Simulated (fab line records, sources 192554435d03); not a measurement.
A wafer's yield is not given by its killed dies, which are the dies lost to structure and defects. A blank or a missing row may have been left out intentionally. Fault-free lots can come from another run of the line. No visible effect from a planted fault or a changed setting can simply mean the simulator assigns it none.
Split-lot trial || flow n5Finfet || 7 lots, 21 wafers read, on a route of 1938 steps

## ON THE SPLIT
At N5_BEOL_M5_ILD_DEP_00 (deposits SiCOH lowk from DEMS/porogen, target thk 140.64 nm, time 25.9 s), the setting timeS was moved away from the recipe's 25.9 s on 6 of the 21 wafers read, by -14.1% to -4.7%. This setting was run at the recipe's value on the other wafers.

## THE PATH FROM SPLIT TO READING: the file shows 1 step between them
- N5_BEOL_M5_CURE_79: cures SiCOH lowk, time 240 s

## THE READING
M5_ILD_THK, in nm, at N5_BEOL_M5_THK_MEAS_01. On this fab line, fault-free wafers typically give 120.9 nm with a standard deviation of 1.5 nm.

{"wafer": "L074.2", "tool, chamber at the split": "pecvd-01, 0", "timeS as run, s": 24.37, "against the recipe": "-5.9%", "M5_ILD_THK, nm": 112.5, "against lot-mates on the recipe": -8.7}
{"wafer": "L074.3", "tool, chamber at the split": "pecvd-01, 2", "timeS as run, s": 25.9, "against the recipe": "recipe", "M5_ILD_THK, nm": 119.4, "against lot-mates on the recipe": "-"}
{"wafer": "L074.6", "tool, chamber at the split": "pecvd-01, 1", "timeS as run, s": 25.9, "against the recipe": "recipe", "M5_ILD_THK, nm": 122.9, "against lot-mates on the recipe": "-"}
{"wafer": "L081.3", "tool, chamber at the split": "pecvd-01, 2", "timeS as run, s": 25.9, "against the recipe": "recipe", "M5_ILD_THK, nm": 119.1, "against lot-mates on the recipe": "-"}
{"wafer": "L081.4", "tool, chamber at the split": "pecvd-01, 2", "timeS as run, s": 25.9, "against the recipe": "recipe", "M5_ILD_THK, nm": 121.0, "against lot-mates on the recipe": "-"}
{"wafer": "L081.6", "tool, chamber at the split": "pecvd-01, 1", "timeS as run, s": 25.9, "against the recipe": "recipe", "M5_ILD_THK, nm": 120.0, "against lot-mates on the recipe": "-"}
{"wafer": "L084.1", "tool, chamber at the split": "pecvd-04, 0", "timeS as run, s": 25.9, "against the recipe": "recipe", "M5_ILD_THK, nm": 120.4, "against lot-mates on the recipe": "-"}
{"wafer": "L084.3", "tool, chamber at the split": "pecvd-04, 1", "timeS as run, s": 24.68, "against the recipe": "-4.7%", "M5_ILD_THK, nm": 113.3, "against lot-mates on the recipe": -7.2}
{"wafer": "L084.4", "tool, chamber at the split": "pecvd-04, 0", "timeS as run, s": 25.9, "against the recipe": "recipe", "M5_ILD_THK, nm": 120.5, "against lot-mates on the recipe": "-"}
{"wafer": "L087.1", "tool, chamber at the split": "pecvd-01, 1", "timeS as run, s": 25.9, "against the recipe": "recipe", "M5_ILD_THK, nm": 120.7, "against lot-mates on the recipe": "-"}
{"wafer": "L087.2", "tool, chamber at the split": "pecvd-01, 2", "timeS as run, s": 25.9, "against the recipe": "recipe", "M5_ILD_THK, nm": 120.0, "against lot-mates on the recipe": "-"}
{"wafer": "L087.5", "tool, chamber at the split": "pecvd-01, 1", "timeS as run, s": 25.9, "against the recipe": "recipe", "M5_ILD_THK, nm": 121.0, "against lot-mates on the recipe": "-"}
{"wafer": "L090.2", "tool, chamber at the split": "pecvd-02, 2", "timeS as run, s": 22.25, "against the recipe": "-14.1%", "M5_ILD_THK, nm": 103.0, "against lot-mates on the recipe": -17.9}
{"wafer": "L090.5", "tool, chamber at the split": "pecvd-02, 0", "timeS as run, s": 25.9, "against the recipe": "recipe", "M5_ILD_THK, nm": 120.9, "against lot-mates on the recipe": "-"}
{"wafer": "L090.6", "tool, chamber at the split": "pecvd-02, 2", "timeS as run, s": 22.25, "against the recipe": "-14.1%", "M5_ILD_THK, nm": 104.3, "against lot-mates on the recipe": -16.6}
{"wafer": "L093.2", "tool, chamber at the split": "pecvd-01, 0", "timeS as run, s": 25.9, "against the recipe": "recipe", "M5_ILD_THK, nm": 120.3, "against lot-mates on the recipe": "-"}
{"wafer": "L093.3", "tool, chamber at the split": "pecvd-01, 1", "timeS as run, s": 25.9, "against the recipe": "recipe", "M5_ILD_THK, nm": 119.7, "against lot-mates on the recipe": "-"}
{"wafer": "L093.4", "tool, chamber at the split": "pecvd-01, 1", "timeS as run, s": 25.9, "against the recipe": "recipe", "M5_ILD_THK, nm": 121.1, "against lot-mates on the recipe": "-"}
{"wafer": "L091.1", "tool, chamber at the split": "pecvd-04, 0", "timeS as run, s": 25.9, "against the recipe": "recipe", "M5_ILD_THK, nm": 120.0, "against lot-mates on the recipe": "-"}
{"wafer": "L091.3", "tool, chamber at the split": "pecvd-04, 1", "timeS as run, s": 23.87, "against the recipe": "-7.8%", "M5_ILD_THK, nm": 110.7, "against lot-mates on the recipe": -9.3}
{"wafer": "L091.6", "tool, chamber at the split": "pecvd-04, 2", "timeS as run, s": 23.87, "against the recipe": "-7.8%", "M5_ILD_THK, nm": 112.0, "against lot-mates on the recipe": -8.0}

FIT RESULTS
A straight line over all 21 wafers: M5_ILD_THK changes by +1.2 nm for each +1% of timeS; r = +0.99; the points scatter about the line by 0.92 nm.
The same after taking each lot's own level away (the mean of its wafers on the recipe; 21 wafers): +1.22 nm for each +1%; r = +0.99; scatter 0.94 nm.
That fit puts the effect of the largest move of timeS on the reading at 17 nm.
The lots' own levels span 120.00 to 121.15 nm, that is 0.8 times the standard deviation above.
The two slopes agree, so the slope changes little with the lot-to-lot level.
Check: -16.9 nm against its lot-mates is what the line predicts for one of the wafers moved furthest among these (-14.1%) when that wafer is left out of the fit. It came out at -17.9 nm against them.

## OTHER SPLITS APPLIED TO THESE WAFERS
Before the reading, these wafers also passed through other splits. Each is held against what the fit with the lots' levels taken away leaves over:
{"other split on the same wafers": "N5_BEOL_M3_COAT_76 spinRpm", "wafers away from the commonest value": 8, "r with M5_ILD_THK (lot level and that fit taken away)": -0.15}
{"other split on the same wafers": "N5_BEOL_M4_ILD_DEP_00 timeS", "wafers away from the commonest value": 5, "r with M5_ILD_THK (lot level and that fit taken away)": -0.54}
{"other split on the same wafers": "N5_BEOL_M4_COAT_73 spinRpm", "wafers away from the commonest value": 8, "r with M5_ILD_THK (lot level and that fit taken away)": "+0.17"}

## THE WHOLE CHAIN: every reading that the file lists as answering this split, in the file's order
{"step": "N5_BEOL_M5_ILD_DEP_00", "what it does": "deposits SiCOH lowk from DEMS/porogen, target thk 140.64 nm, time 25.9 s", "reading": "SiCOH_lowk_of_BEOL_M5_ILD_DEP_00.thkNm (the simulator's own value, which no gauge read)", "change (the file's fit)": "+1.45 nm for each +1% of the setting", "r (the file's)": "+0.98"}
{"step": "N5_BEOL_M5_CURE_79", "what it does": "cures SiCOH lowk, time 240 s", "reading": "SiCOH_lowk_of_BEOL_M5_ILD_DEP_00.thkNm (the simulator's own value, which no gauge read)", "change (the file's fit)": "+1.24 nm for each +1% of the setting", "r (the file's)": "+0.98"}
{"step": "N5_BEOL_M5_THK_MEAS_01", "what it does": "", "reading": "M5_ILD_THK", "change (the file's fit)": "+1.25 for each +1% of the setting", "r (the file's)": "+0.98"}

## FILE'S OWN FIT
M5_ILD_THK changes by +1.25 nm for each +1% of timeS, r = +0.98.
